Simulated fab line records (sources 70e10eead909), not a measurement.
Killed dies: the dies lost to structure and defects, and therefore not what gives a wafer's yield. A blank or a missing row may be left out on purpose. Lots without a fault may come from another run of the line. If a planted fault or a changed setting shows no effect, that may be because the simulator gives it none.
2 desks, one fault + flow nand-harc + only its own numbers are on each desk; what lay behind them is given at the end

## THE DEFECT DESK
Counts from the inspections along the route, per lot, as means over the sampled wafers that have a number. Marked OUT: a lot whose mean sits more than 4 standard deviations from the usual mean, which makes it out of limits; the brackets give that distance.
Columns: A = raw-defect-count at NHARC_A_CONTACT_INSPECT_23, usual 505
| lot  | first seen here | A   |
|------|-----------------|-----|
| L752 | day 23 09:16    | 363 |
| L755 | day 23 10:49    | 496 |
| L753 | day 23 12:40    | 380 |
| L754 | day 23 16:07    | 578 |
| L758 | day 24 23:47    | 482 |
| L759 | day 25 17:12    | 607 |
| L760 | day 26 01:11    | 545 |
| L762 | day 26 09:16    | 403 |
| L764 | day 26 13:01    | 549 |
| L771 | day 30 02:28    | 524 |
| L770 | day 30 03:17    | 355 |
| L769 | day 30 06:08    | 457 |
| L773 | day 31 11:11    | 403 |
| L774 | day 31 19:22    | 477 |
| L775 | day 31 20:13    | 496 |
This desk's finding: nothing out of limits on any of the 15 lots.

## THE TOOL OWNER'S DESK: rie-diel-08
The tool's own readings at NHARC_A_CONTACT_ETCH_110 (etches the open film in CF4/O2, target depth 60 nm, overetch 6 nm, time 33 s): means of the sampled wafers that have a number, for each lot that ran on this tool. Marked OUT: a lot whose mean sits more than 4 standard deviations from the usual mean, which makes it out of limits; the brackets give that distance.
Columns: A = drypump-motor-current-A at NHARC_A_CONTACT_ETCH_110, usual 5.61 A; B = oes-product-au at NHARC_A_CONTACT_ETCH_110, usual 1.001 a.u.; C = rf-vpp-V at NHARC_A_CONTACT_ETCH_110, usual 197.9 V; D = run-length-s at NHARC_A_CONTACT_ETCH_110, usual 54.22 s; E = showerhead-plenum-p-Torr at NHARC_A_CONTACT_ETCH_110, usual 1.34 Torr; F = throttle-valve-pct at NHARC_A_CONTACT_ETCH_110, usual 13.397 %
| lot  | first seen here | A    | B     | C     | D                | E    | F      |
|------|-----------------|------|-------|-------|------------------|------|--------|
| L755 | day 23 08:41    | 5.51 | 1.000 | 198.9 | 54.17            | 1.37 | 13.393 |
| L754 | day 23 13:58    | 5.62 | 0.998 | 197.5 | 54.30            | 1.35 | 13.399 |
| L758 | day 24 21:33    | 5.63 | 0.997 | 197.6 | 52.93 (-4.4) OUT | 1.35 | 13.387 |
| L762 | day 26 07:08    | 5.80 | 1.004 | 197.4 | 52.70 (-5.2) OUT | 1.34 | 13.399 |
| L764 | day 26 10:52    | 5.51 | 1.009 | 199.2 | 52.72 (-5.2) OUT | 1.37 | 13.393 |
| L769 | day 30 03:56    | 5.81 | 1.004 | 197.4 | 53.96            | 1.34 | 13.391 |
| L774 | day 31 17:09    | 5.49 | 1.008 | 198.4 | 54.15            | 1.37 | 13.397 |
| L775 | day 31 18:00    | 5.49 | 0.992 | 199.7 | 54.41            | 1.40 | 13.401 |
This desk finds L758, L762, L764 out of limits, L758 being first, at day 24 21:33 (run-length-s at NHARC_A_CONTACT_ETCH_110). Within limits: L755, L754, L769, L774, L775.

## TAKEN TOGETHER
On L758, L762, L764, at day 24 21:33, an alarm was possible from the tool owner's desk.
Nothing out of limits was seen by the defect desk.
The defect desk has L758, L762, L764 on record, within its limits.
Of the lots named, all ran NHARC_A_CONTACT_ETCH_110 on rie-diel-08.

## WHAT WAS PUT IN BY THE SIMULATOR
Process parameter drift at NHARC_A_CONTACT_ETCH_110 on rie-diel-08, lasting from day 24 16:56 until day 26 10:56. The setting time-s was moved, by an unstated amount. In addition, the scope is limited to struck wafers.
Lots struck among those shown: L758, L762, L764.
Delay in hours, fault start to first out-of-limits reading, by desk: the tool owner's desk at 5.
